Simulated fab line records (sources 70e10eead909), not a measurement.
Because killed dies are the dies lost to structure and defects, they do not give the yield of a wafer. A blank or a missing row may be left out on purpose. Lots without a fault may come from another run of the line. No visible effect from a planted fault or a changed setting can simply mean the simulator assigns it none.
One fault seen from 2 desks	flow nand harc	numbers are kept per desk, each desk with only its own; the story behind them comes last

FROM THE METROLOGY DESK
Lot by lot, what the gauges showed, no matter which tool ran the lot: averages of those sampled wafers that carry a number. The brackets show how far a lot's mean lies from the usual mean; more than 4 standard deviations puts the lot out of limits, marked OUT.
Columns: A = thk nm at NHARC_A_ONON_D2_THK_MEAS_30, usual 997 nm; B = cd nm at NHARC_A_CHANNEL_HOLE_D2_CD_MEAS_10, usual 100.0 nm; C = cd nm at NHARC_A_CHANNEL_HOLE_D2_CD_MEAS_31, usual 90.0 nm
lot	first seen here	A	B	C
L735	day 13 00:30	1008	100.3	92.1
L737	day 13 18:12	986	100.4	89.9
L739	day 14 12:22	982	100.4	91.7
L744	day 16 16:53	999	103.9 (+6.8) OUT	92.2
L747	day 17 18:59	995	104.6 (+8.1) OUT	94.3
L751	day 19 04:31	998	100.5	91.6
L754	day 20 17:25	1013	99.7	89.2
L755	day 21 13:55	994	100.7	90.0
L757	day 21 14:16	1002	100.1	89.7
L758	day 22 05:31	1004	99.6	90.8
This desk's verdict: out of limits on L744, L747, starting with L744 at day 16 20:04 (cd nm at NHARC_A_CHANNEL_HOLE_D2_CD_MEAS_10). In limits: L735, L737, L739, L751, L754, L755, L757, L758.

THE TOOL OWNER'S DESK: litho track-06
The tool's own readings at NHARC_A_CHANNEL_HOLE_D2_PEB_08 (peb time 65 s): means of the sampled wafers that have a number, for each lot that ran on this tool. The brackets show how far a lot's mean lies from the usual mean; more than 4 standard deviations puts the lot out of limits, marked OUT.
Columns: A = heater power total W at NHARC_A_CHANNEL_HOLE_D2_PEB_08, usual 156.7 W; B = plate temp C at NHARC_A_CHANNEL_HOLE_D2_PEB_08, usual 100.01 C
lot	first seen here	A	B
L737	day 14 01:47	156.7	99.99
L739	day 14 15:40	156.9	99.95
L744	day 16 19:59	159.9 (+8.1) OUT	101.40 (+12) OUT
L747	day 17 23:16	159.9 (+8.3) OUT	101.57 (+13) OUT
L755	day 21 18:47	156.9	99.89
This desk's verdict: out of limits on L744, L747, starting with L744 at day 16 19:59 (heater power total W at NHARC_A_CHANNEL_HOLE_D2_PEB_08). In limits: L737, L739, L755.

PUT TOGETHER
At day 16 19:59, on L744, L747, the tool owner's desk was in a position to raise an alarm.
An alarm was possible from the metrology desk at day 16 20:04, on L744, L747.
Of the lots named, all ran NHARC_A_CHANNEL_HOLE_D2_PEB_08 on litho track-06.

WHAT HAD BEEN PUT IN BY THE SIMULATOR
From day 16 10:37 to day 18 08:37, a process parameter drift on litho track-06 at NHARC_A_CHANNEL_HOLE_D2_PEB_08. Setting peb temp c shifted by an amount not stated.
Struck lots among those shown: L744, L747.
Counting hours from when the fault started, the first reading out of limits came at 9 for the tool owner's desk and at 9 for the metrology desk.
